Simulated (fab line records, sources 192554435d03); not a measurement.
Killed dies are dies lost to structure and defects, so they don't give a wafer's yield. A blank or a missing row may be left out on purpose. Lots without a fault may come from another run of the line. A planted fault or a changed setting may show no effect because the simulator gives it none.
fab line records | flow n5_finfet
record lots=10 wafers=28 last_day=17
route steps=1938 shown SD_EPI_N@288 SD_EPI_P@312 SD_ACTIVATION@332 ILD0@345 BEOL_M4@1111 PASSIVATION@1936
lots that met no fault: from a run of the same line without faults
start_h: hours from the record's first day to the start of the lot's first wafer shown | wait_h: hours since the lot's step before | " the same as in the row above | L1.1+2: a row that stands for several wafers | - no value, or no start given | * or withheld: withheld | < > ~ a bound
route shown NAME@n: a module of which the file shows steps, and the number in the route of the first | usual: mean/standard deviation of fault-free wafers | same: alike in all rows | chamber/n: place in a boat | sites: the reading at each site | _std_site: their standard deviation | _edge_site: outer sites' mean less inner sites' | radius_mm: how far each site lies from the wafer's centre | mask NAME#n: copy n | behind: the tool/chamber that last shaped the wafer | hold: why the lot was held/for how many hours/how that ended | device: the transistor (n, p or np) that didn't switch | end of line: the same wafers' tests at the end of the route | a step without rows: its recipe alone | killed: dies lost to structure and defects at the first sort, not the wafer's yield | map: a wafer's dies, x killed, . not, _ none there
set.NAME: the setting as run; set.NAME@STEP: as run at that earlier step | model.NAME: the simulator's own value behind a step, which no gauge read
steps of the route over a sample of lots; a table a step, a row a wafer
services: from which hour (start_h, from the record's first day; less than 0 if before it) a tool's chamber was out of use, for how many hours, and why
## steps
# step N5_SD_EPI_N_EPI_21
# recipe material=Si:P dopant=P temp_c=680 pressure_torr=255 time_s=690
# columns lot.wafer tool chamber start_h wait_h
L540.3+5+6 epi_rpcvd-03 0 56.77 0.9
L541.2+6 epi_rpcvd-01 0 61.70 0.4
L542.2+5+6 epi_rpcvd-01 0 70.65 0.5
L544.3+5+6 epi_rpcvd-03 0 81.39 0.9
L545.1+4+5 epi_rpcvd-03 0 86.39 0.2
L546.4+6 epi_rpcvd-04 0 95.96 0.9
L548.4+5+6 epi_rpcvd-01 0 104.89 0.9
L552.2+3+6 epi_rpcvd-01 0 129.43 0.4
L554.1+4+6 epi_rpcvd-04 0 144.14 0.2
L562.2+3+6 epi_rpcvd-03 0 188.71 0.4
# step N5_SD_EPI_N_INSPECT_26
# recipe inspect_instrument=darkfield mode=post_epi
# usual raw_defect_count=199/34
# columns lot.wafer tool chamber start_h wait_h raw_defect_count
L540.3 defect_inspect-02 - 58.87 0.1 188
L540.5 " - " " 259
L540.6 " - " " 235
L541.2 defect_inspect-01 - 63.75 0.1 194
L541.6 " - " " 264
L542.2 defect_inspect-02 - 73.11 0.1 254
L542.5 " - " " 225
L542.6 " - " " 253
L544.3 defect_inspect-01 - 83.47 0.1 191
L544.5 " - " " 189
L544.6 " - " " 169
L545.1 defect_inspect-02 - 89.59 0.1 194
L545.4 " - " " 170
L545.5 " - " " 181
L546.4 defect_inspect-01 - 97.92 0.1 211
L546.6 " - " " 236
L548.4 defect_inspect-01 - 106.33 0.1 268
L548.5 " - " " 173
L548.6 " - " " 181
L552.2 defect_inspect-01 - 131.47 0.1 179
L552.3 " - " " 164
L552.6 " - " " 211
L554.1 defect_inspect-01 - 147.02 0.1 211
L554.4 " - " " 213
L554.6 " - " " 248
L562.2 defect_inspect-02 - 190.70 0.1 187
L562.3 " - " " 176
L562.6 " - " " 193
# step N5_SD_EPI_P_ETCH_16
# recipe chemistry=CHF3/O2 target=SiO2 target_depth_a=50 mask_material=SOC pressure_mtorr=30 source_w=650 bias_w=170 Ar_flow_sccm=200 CHF3_flow_sccm=50 O2_flow_sccm=5 ion_energy_ev=200
# usual chamber_pressure_mTorr=30.001/0.027 drypump_motor_current_A=5.6/0.49 oes_ar_750_au=0.80/0.08 oes_product_au=0.79/0.082 rf_vpp_V=521/12 showerhead_plenum_p_Torr=2.40/0.078 throttle_valve_pct=18.84/0.21
# columns lot.wafer tool chamber start_h wait_h chamber_pressure_mTorr drypump_motor_current_A oes_ar_750_au oes_product_au rf_hours_counter_h rf_vpp_V showerhead_plenum_p_Torr throttle_valve_pct
L540.3 rie_diel-03 2 59.98 0.1 29.961 5.1 0.80 0.79 118 518 2.33 18.84
L540.5 " 3 " " 29.986 5.4 0.74 0.73 - 509 2.49 18.81
L540.6 " 2 " " 30.023 5.0 0.79 0.79 - 519 2.33 18.83
L541.2 rie_diel-03 2 64.73 0.1 30.027 5.0 0.80 0.80 120 518 2.33 18.86
L541.6 " 3 " " 29.964 5.4 0.74 0.73 - 508 2.49 18.84
L542.2 rie_diel-01 0 74.12 0.1 29.974 4.9 0.93 0.92 24 506 2.45 18.82
L542.5 " 0 " " 29.971 4.9 0.93 0.91 - 507 2.45 18.83
L542.6 " 3 " " 30.051 5.4 0.74 0.72 - 512 2.31 18.84
L544.3 rie_diel-03 0 84.56 0.1 29.976 5.9 0.75 0.75 135 540 2.42 18.97
L544.5 " 1 " " 29.981 6.1 0.94 0.95 - 527 2.35 18.61
L544.6 " 0 " " 29.965 5.9 0.74 0.76 - 539 2.42 18.99
L545.1 rie_diel-03 2 90.69 0.1 29.967 5.1 0.79 0.78 130 517 2.33 18.84
L545.4 " 3 " " 30.009 5.5 0.74 0.71 204 507 2.48 18.85
L545.5 " 3 " " 29.978 5.4 0.73 0.72 - 509 2.48 18.87
L546.4 rie_diel-01 3 99.02 0.1 29.968 5.3 0.73 0.72 181 512 2.31 18.86
L546.6 " 1 " " 29.964 5.8 0.92 0.91 - 532 2.46 18.87
L548.4 rie_diel-05 0 107.33 0.0 30.008 5.6 0.81 0.79 - 501 2.25 18.82
L548.5 " 3 " " 30.009 5.8 0.72 0.72 - 536 2.49 18.61
L548.6 " 1 " " 30.004 6.1 0.86 0.86 - 523 2.54 18.61
L552.2 rie_diel-01 0 132.82 0.1 29.994 4.9 0.90 0.89 44 506 2.44 18.86
L552.3 " 2 " " 30.009 5.0 0.70 0.70 217 530 2.38 19.33
L552.6 " 3 " " 30.036 5.4 0.73 0.70 - 510 2.30 18.87
L554.1 rie_diel-03 3 148.12 0.1 30.008 5.4 0.72 0.71 221 508 2.48 18.87
L554.4 " 1 " " 30.030 6.1 0.90 0.89 30 525 2.35 18.64
L554.6 " 1 " " 29.972 6.1 0.90 0.90 - 527 2.35 18.66
L562.2 rie_diel-01 0 191.80 0.1 29.970 4.9 0.87 0.87 63 506 2.43 18.89
L562.3 " 2 " " 30.002 5.0 0.69 0.68 237 530 2.37 19.38
L562.6 " 2 " " 30.013 5.0 0.69 0.68 - 529 2.37 19.38
# step N5_SD_ACTIVATION_RS_MEAS_03
# recipe thk_meas_gauge=four-point-probe
# usual RS_SD_N=22.0/0.33 RS_SD_P=56.2/0.92
# columns lot.wafer tool chamber start_h wait_h RS_SD_N[ohm/sq] RS_SD_P[ohm/sq]
L540.3 film_metro-01 - 63.79 0.2 21.8 55.8
L540.5 " - " " 22.4 55.3
L540.6 " - " " 21.9 55.4
L541.2 film_metro-02 - 68.37 0.2 21.9 57.1
L541.6 " - " " 22.0 55.3
L542.2 film_metro-01 - 77.67 0.2 21.6 56.8
L542.5 " - " " 21.6 56.5
L542.6 " - " " 21.9 56.3
L544.3 film_metro-02 - 88.13 0.2 21.6 57.1
L544.5 " - " " 21.8 58.0
L544.6 " - " " 21.7 56.9
L545.1 film_metro-01 - 94.25 0.2 21.8 56.0
L545.4 " - " " 21.6 56.3
L545.5 " - " " 21.8 55.4
L546.4 film_metro-02 - 102.62 0.1 21.4 56.3
L546.6 " - " " 22.1 56.8
L548.4 film_metro-02 - 110.97 0.2 20.7 56.1
L548.5 " - " " 20.7 56.6
L548.6 " - " " 20.5 56.4
L552.2 film_metro-02 - 136.42 0.2 20.5 56.3
L552.3 " - " " 20.5 55.8
L552.6 " - " " 21.1 55.4
L554.1 film_metro-01 - 152.51 0.2 22.3 59.1
L554.4 " - " " 22.5 57.5
L554.6 " - " " 22.4 58.0
L562.2 film_metro-02 - 195.40 0.2 21.6 56.1
L562.3 " - " " 21.9 56.7
L562.6 " - " " 21.6 56.3
# step N5_ILD0_THK_MEAS_13
# usual thk_nm=17.3/1.3
# columns lot.wafer tool chamber start_h wait_h thk_nm
L540.3 film_metro-02 - 70.44 - 16.9
L540.5 " - " " 16.1
L540.6 " - " " 16.8
L541.2 film_metro-02 - 75.30 - 20.2
L541.6 " - " " 19.4
L542.2 film_metro-02 - 84.21 - 18.5
L542.5 " - " " 18.4
L542.6 " - " " 19.0
L544.3 film_metro-02 - 95.32 - 19.5
L544.5 " - " " 20.3
L544.6 " - " " 16.5
L545.1 film_metro-02 - 101.13 - 17.3
L545.4 " - " " 15.9
L545.5 " - " " 17.4
L546.4 film_metro-01 - 109.13 - 17.7
L546.6 " - " " 14.2
L548.4 film_metro-02 - 117.49 - 17.8
L548.5 " - " " 19.4
L548.6 " - " " 18.2
L552.2 film_metro-02 - 143.36 - 17.6
L552.3 " - " " 20.3
L552.6 " - " " 19.0
L554.1 film_metro-01 - 159.08 - 15.6
L554.4 " - " " 16.4
L554.6 " - " " 16.9
L562.2 film_metro-01 - 202.87 - 17.8
L562.3 " - " " 16.1
L562.6 " - " " 16.1
# step N5_BEOL_M4_RC_MEAS_101
# usual DIBL_N=36.3/1.6 DIBL_P=36.2/2.1 IOFF_N=0.16/0.031 IOFF_P=0.21/0.034 ION_N=673/11 ION_P=461/7.4 RC_DENSE_N=18.9/0.44 RC_N=15.4/0.35 REXT_N=75.1/1.4 RS_SD_N=28.5/0.41 SS_N=71.6/0.55 SS_P=73.3/0.66 VT_N=251/3.2 VT_P=-251/3.5
# columns lot.wafer tool chamber start_h wait_h DIBL_N[mV/V] DIBL_P[mV/V] IOFF_N[nA/um] IOFF_P[nA/um] ION_N[uA/um] ION_P[uA/um] RC_DENSE_N[ohm.um] RC_N[ohm.um] REXT_N[ohm.um] RS_SD_N[ohm/sq] SS_N[mV/dec] SS_P[mV/dec] VT_N[mV] VT_P[mV]
L540.3 prober-02 0 159.98 0.3 36.3 36.0 0.14 0.21 683 471 19.2 15.6 75.6 28.1 71.0 73.8 254 -254
L540.5 " 0 " " 36.8 36.5 0.14 0.21 665 462 19.1 15.5 78.0 29.0 71.5 73.4 253 -253
L540.6 " 0 " " 38.4 37.9 0.17 0.25 676 464 18.3 14.8 75.7 28.6 71.2 74.0 250 -251
L541.2 prober-02 0 163.25 0.2 33.4 33.4 0.12 0.15 664 452 18.8 15.2 74.9 28.3 70.8 72.9 258 -254
L541.6 " 0 " " 35.0 36.1 0.15 0.20 661 453 19.2 15.5 76.5 28.4 71.6 73.3 249 -251
L542.2 prober-01 0 180.04 0.2 37.1 37.1 0.18 0.21 673 458 19.5 16.0 76.3 27.8 72.1 74.2 248 -250
L542.5 " 0 " " 34.0 33.1 0.12 0.16 648 447 19.1 15.6 76.1 27.9 71.8 72.7 254 -255
L542.6 " 0 " " 35.2 35.2 0.15 0.18 679 456 19.2 15.6 76.5 28.3 72.0 73.1 250 -254
L544.3 prober-01 0 188.45 0.3 34.0 34.1 0.12 0.20 665 465 19.3 15.5 74.2 28.2 70.5 73.1 253 -249
L544.5 " 0 " " 35.5 35.7 0.15 0.21 666 461 18.9 15.3 74.1 28.5 70.8 73.2 251 -247
L544.6 " 0 " " 32.7 32.4 0.11 0.18 669 468 19.2 15.6 74.6 28.1 70.6 72.9 256 -252
L545.1 prober-01 0 192.87 0.0 39.4 39.1 0.25 0.27 681 460 19.4 15.7 74.4 28.3 72.0 74.2 244 -247
L545.4 " 0 " " 39.9 40.1 0.24 0.28 683 461 18.6 15.2 73.6 28.1 72.9 74.2 245 -247
L545.5 " 0 " " 40.0 39.6 0.26 0.28 683 464 19.4 15.9 75.1 28.1 72.5 73.5 246 -248
L546.4 prober-01 0 205.19 0.5 34.9 34.1 0.12 0.17 655 452 19.5 15.9 74.0 27.9 70.8 72.7 253 -255
L546.6 " 0 " " 36.1 35.5 0.14 0.18 669 454 19.0 15.4 73.3 28.2 71.9 72.6 255 -254
L548.4 prober-02 0 206.67 0.5 36.6 35.7 0.17 0.18 669 452 18.2 14.7 69.7 27.1 71.4 72.8 243 -252
L548.5 " 0 " " 38.0 37.0 0.20 0.19 697 461 18.3 15.2 68.6 26.4 71.6 73.4 247 -254
L548.6 " 0 " " 38.8 38.3 0.22 0.22 682 455 17.7 14.4 69.8 26.7 72.1 74.2 242 -250
L552.2 prober-01 0 236.46 0.2 39.4 37.6 0.18 0.21 693 460 16.8 13.7 69.6 26.7 72.3 73.3 248 -253
L552.3 " 0 " " 39.9 37.3 0.21 0.19 690 450 17.0 13.8 69.3 26.4 72.8 73.8 245 -257
L552.6 " 0 " " 37.8 36.6 0.17 0.18 677 453 16.8 13.8 70.5 26.9 71.6 73.5 247 -256
L554.1 prober-02 0 256.65 0.0 36.4 34.9 0.15 0.19 674 457 18.9 15.4 74.8 29.0 71.6 72.7 248 -251
L554.4 " 0 " " 34.2 32.6 0.12 0.16 643 451 18.9 15.4 75.3 29.1 71.2 71.4 255 -251
L554.6 " 0 " " 34.8 34.5 0.14 0.19 660 459 19.4 15.9 75.8 28.8 70.7 73.0 253 -252
L562.2 prober-01 0 298.01 0.2 37.9 38.5 0.19 0.23 687 466 19.6 16.1 76.2 28.5 71.7 74.6 248 -249
L562.3 " 0 " " 39.1 41.1 0.23 0.28 697 472 19.0 15.7 76.1 28.2 73.3 74.0 245 -248
L562.6 " 0 " " 39.1 41.7 0.25 0.29 708 478 19.0 15.7 75.7 28.5 72.5 74.3 243 -248
# step N5_PASSIVATION_PROBE_49
# usual defect_limited_yield=91.5/1.5 killed_at_M0_to_M3=32/9.4 killed_at_M4_up=12/5.1 killed_at_contacts=11/7.4 killed_at_front_end=41/11 killed_at_other=3.4/2.5 killed_dies=100/17 killed_open=65/14 killed_short=33/7 sort_bin_4_leakage=0.00/0.01 sort_bin_5_function=4.9/0.96 sort_bin_6_memory=3.1/0.7 sort_bin_8_speed=0.00/0.01 sort_n_pass=1080/17 sort_yield_pct=91.5/1.5
# same gross_dies=1180 killed_at_back_side=0
# columns lot.wafer tool chamber start_h wait_h defect_limited_yield[%] killed_at_M0_to_M3 killed_at_M4_up killed_at_contacts killed_at_front_end killed_at_other killed_dies killed_open killed_short sort_bin_4_leakage[%] sort_bin_5_function[%] sort_bin_6_memory[%] sort_bin_8_speed[%] sort_n_pass sort_yield_pct[%]
L541.2 prober-01 - 255.74 0.1 93.4 26 13 9 27 3 78 48 28 0 3.6 2.8 0 1102 93.4
L541.6 prober-01 - 255.94 0.3 92.1 35 6 10 37 5 93 64 29 0 4.7 3.0 0 1087 92.1
L540.3 prober-02 - 264.57 0.1 91.5 27 12 17 37 7 100 65 35 0 4.5 3.7 0 1080 91.5
L540.5 prober-02 - 264.67 0.2 92.5 15 10 8 50 6 89 58 31 0 4.6 2.9 0 1091 92.5
L540.6 prober-02 - 264.72 0.3 92.5 25 9 4 45 6 89 54 26 0 4.2 2.4 0 1091 92.5
L552.2 prober-01 - 326.44 0.1 88.5 50 13 10 51 12 136 68 58 0 6.1 4.4 0 1044 88.5
L552.3 prober-01 - 326.49 0.1 90.1 40 2 11 61 3 117 78 30 0 5.6 2.9 0 1063 90.1
L552.6 prober-01 - 326.64 0.3 91.5 38 10 13 38 1 100 68 21 0 4.9 2.5 0 1080 91.5
L554.1 prober-02 - 349.82 0.0 90.6 35 7 18 51 0 111 75 34 0 5.8 3.1 0 1069 90.6
L554.4 prober-02 - 349.97 0.2 90.9 43 8 9 41 6 107 59 48 0 5.1 3.4 0.08 1072 90.8
L554.6 prober-02 - 350.07 0.3 90.7 38 15 21 34 2 110 87 23 0 5.8 3.1 0 1070 90.7
L562.2 prober-02 - 401.10 0.1 93.4 19 11 1 45 2 78 46 32 0 3.9 2.4 0 1102 93.4
L562.3 prober-02 - 401.15 0.1 92.3 36 14 8 33 0 91 62 29 0 4.9 2.5 0 1089 92.3
L562.6 prober-02 - 401.30 0.3 93.1 39 13 4 23 2 81 53 27 0 4.2 2.3 0 1099 93.1
# killed by level:class
L541.2 BEOL_M2:geometric_particle:open=8 DUMMY_GATE:geometric_particle:open=5 MOL_CONTACT_COAG:geometric_particle:open=5 BEOL_M1:geometric_particle:open=5 STI_FIN_REVEAL:geometric_particle:open=4 MOL_CONTACT_COAG:geometric_particle:short=4 BEOL_M4:geometric_particle:open=4 FIN_SAQP:geometric_particle:short=3
L541.6 BEOL_M2:geometric_particle:open=15 MOL_CONTACT_COAG:geometric_particle:open=9 DUMMY_GATE:geometric_particle:open=7 BEOL_M0_SAQP:geometric_particle:short=7 BEOL_M1:geometric_particle:open=7 ILD0:geometric_particle:short=6 STARTING-WAFER:geometric_particle:open=6 STI_FIN_REVEAL:geometric_particle:open=4
L540.3 MOL_CONTACT_COAG:geometric_particle:open=17 FIN_SAQP:geometric_particle:short=10 BEOL_M2:geometric_particle:open=10 STI_FIN_REVEAL:geometric_particle:open=8 BEOL_M0_SAQP:geometric_particle:short=8 STARTING-WAFER:geometric_particle:open=5 GATE_CUT:geometric_particle:short=4 BEOL_M0_SAQP:geometric_particle:open=4
L540.5 FIN_SAQP:geometric_particle:short=14 DUMMY_GATE:geometric_particle:open=9 BEOL_M2:geometric_particle:open=9 MOL_CONTACT_COAG:geometric_particle:open=7 FIN_SAQP:geometric_particle:open=6 STI_FIN_REVEAL:geometric_particle:open=4 GATE_CUT:geometric_particle:open=4 GATE_CUT:geometric_particle:short=4
L540.6 BEOL_M2:geometric_particle:open=10 HKMG_FIN:area_etch=9 BEOL_M3:geometric_particle:open=7 FIN_SAQP:geometric_particle:open=6 STI_FIN_REVEAL:geometric_particle:open=6 GATE_CUT:geometric_particle:short=6 FIN_SAQP:geometric_particle:short=5 STARTING-WAFER:geometric_particle:open=5
L552.2 BEOL_M0_SAQP:geometric_particle:short=15 FIN_SAQP:geometric_particle:short=13 BEOL_M0_SAQP:geometric_particle:open=11 HKMG_FIN:area_etch=10 FIN_SAQP:geometric_particle:open=9 MOL_CONTACT_COAG:geometric_particle:open=8 BEOL_M3:geometric_particle:short=8 BEOL_M3:geometric_particle:open=6
L552.3 FIN_SAQP:geometric_particle:open=17 BEOL_M2:geometric_particle:open=12 STI_FIN_REVEAL:geometric_particle:open=9 MOL_CONTACT_COAG:geometric_particle:open=9 HKMG_FIN:area_etch=9 BEOL_M3:geometric_particle:open=8 FIN_SAQP:geometric_particle:short=7 DUMMY_GATE:geometric_particle:open=7
L552.6 MOL_CONTACT_COAG:geometric_particle:open=12 HKMG_FIN:area_etch=11 BEOL_M0_SAQP:geometric_particle:open=9 STI_FIN_REVEAL:geometric_particle:open=8 BEOL_M1:geometric_particle:open=8 BEOL_M4:geometric_particle:open=8 BEOL_M0_SAQP:geometric_particle:short=7 BEOL_M3:geometric_particle:open=7
L554.1 FIN_SAQP:geometric_particle:open=17 MOL_CONTACT_COAG:geometric_particle:open=14 BEOL_M1:geometric_particle:open=12 FIN_SAQP:geometric_particle:short=9 GATE_CUT:geometric_particle:short=6 BEOL_M3:geometric_particle:open=6 BEOL_M2:geometric_particle:open=5 DUMMY_GATE:geometric_particle:open=4
L554.4 FIN_SAQP:geometric_particle:short=17 BEOL_M0_SAQP:geometric_particle:open=12 FIN_SAQP:geometric_particle:open=11 BEOL_M0_SAQP:geometric_particle:short=8 BEOL_M3:geometric_particle:open=8 MOL_CONTACT_COAG:geometric_particle:open=6 BEOL_M1:geometric_particle:open=4 PASS1_CAP:geometric_particle:short=4
L554.6 MOL_CONTACT_COAG:geometric_particle:open=17 FIN_SAQP:geometric_particle:open=10 BEOL_M0_SAQP:geometric_particle:open=9 BEOL_M2:geometric_particle:open=8 FIN_SAQP:geometric_particle:short=7 BEOL_M3:geometric_particle:open=7 BEOL_M5:geometric_particle:open=6 BEOL_M1:geometric_particle:open=6
L562.2 FIN_SAQP:geometric_particle:short=17 FIN_SAQP:geometric_particle:open=14 BEOL_M0_SAQP:geometric_particle:short=5 BEOL_M0_SAQP:geometric_particle:open=4 BEOL_M1:geometric_particle:open=4 BEOL_M3:geometric_particle:open=4 STI_FIN_REVEAL:geometric_particle:short=3 BEOL_M4:geometric_particle:open=3
L562.3 BEOL_M0_SAQP:geometric_particle:open=12 FIN_SAQP:geometric_particle:short=8 BEOL_M4:geometric_particle:open=8 FIN_SAQP:geometric_particle:open=6 DUMMY_GATE:geometric_particle:open=6 MOL_CONTACT_COAG:geometric_particle:open=5 BEOL_M0_SAQP:geometric_particle:short=5 BEOL_M1:geometric_particle:short=5
L562.6 BEOL_M0_SAQP:geometric_particle:open=10 BEOL_M3:geometric_particle:open=8 DUMMY_GATE:geometric_particle:open=7 BEOL_M1:geometric_particle:open=6 BEOL_M1:geometric_particle:short=5 BEOL_M4:geometric_particle:open=5 MOL_CONTACT_COAG:geometric_particle:open=4 GATE_CUT:geometric_particle:short=4
## services
# columns tool chamber start_h hours kind
rie_diel-05 - 70.80 14.6 pm
rie_diel-01 - 105.87 0.6 repair
rie_diel-01 1 140.00 12.9 repair
rie_diel-05 - 159.79 0.5 repair
epi_rpcvd-04 - 166.54 6.0 pm
rie_diel-03 0 181.89 7.9 repair
## key
first_sign step=N5_SD_ACTIVATION_RS_MEAS_03 reading=RS_SD_N direction=down sigmas=4 usual=22.0 struck=20.6
effect step=N5_BEOL_M4_RC_MEAS_101 reading=RS_SD_N direction=down sigmas=4.4 usual=28.5 struck=26.7
effect step=N5_BEOL_M4_RC_MEAS_101 reading=REXT_N direction=down sigmas=3.9 usual=75.1 struck=69.6
effect step=N5_BEOL_M4_RC_MEAS_101 reading=RC_DENSE_N direction=down sigmas=3.3 usual=18.9 struck=17.5
effect step=N5_BEOL_M4_RC_MEAS_101 reading=RC_N direction=down sigmas=3.2 usual=15.4 struck=14.3
effect step=N5_BEOL_M4_RC_MEAS_101 reading=VT_N direction=down sigmas=1.6 usual=251 struck=245
met_at N5_SD_EPI_N_EPI_21
struck_lots L548,L552
baseline_loss step=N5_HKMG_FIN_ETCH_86 wafers=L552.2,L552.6
not_acting_at N5_SD_EPI_N_INSPECT_26,N5_SD_EPI_P_ETCH_16,N5_ILD0_THK_MEAS_13
onset_between 70.65 104.89
fault kind=process_parameter_drift tool=epi_rpcvd-01 chamber=- onset_h=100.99 steps=N5_SD_EPI_N_EPI_21 channel=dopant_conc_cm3 offset=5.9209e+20 shape=step end_h=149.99 acts_in=these_recipes_only stated=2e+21
# baseline_loss: these wafers lose ten dies or more at that step, a loss of the line's own and not of a fault; the sort's usual values leave them out
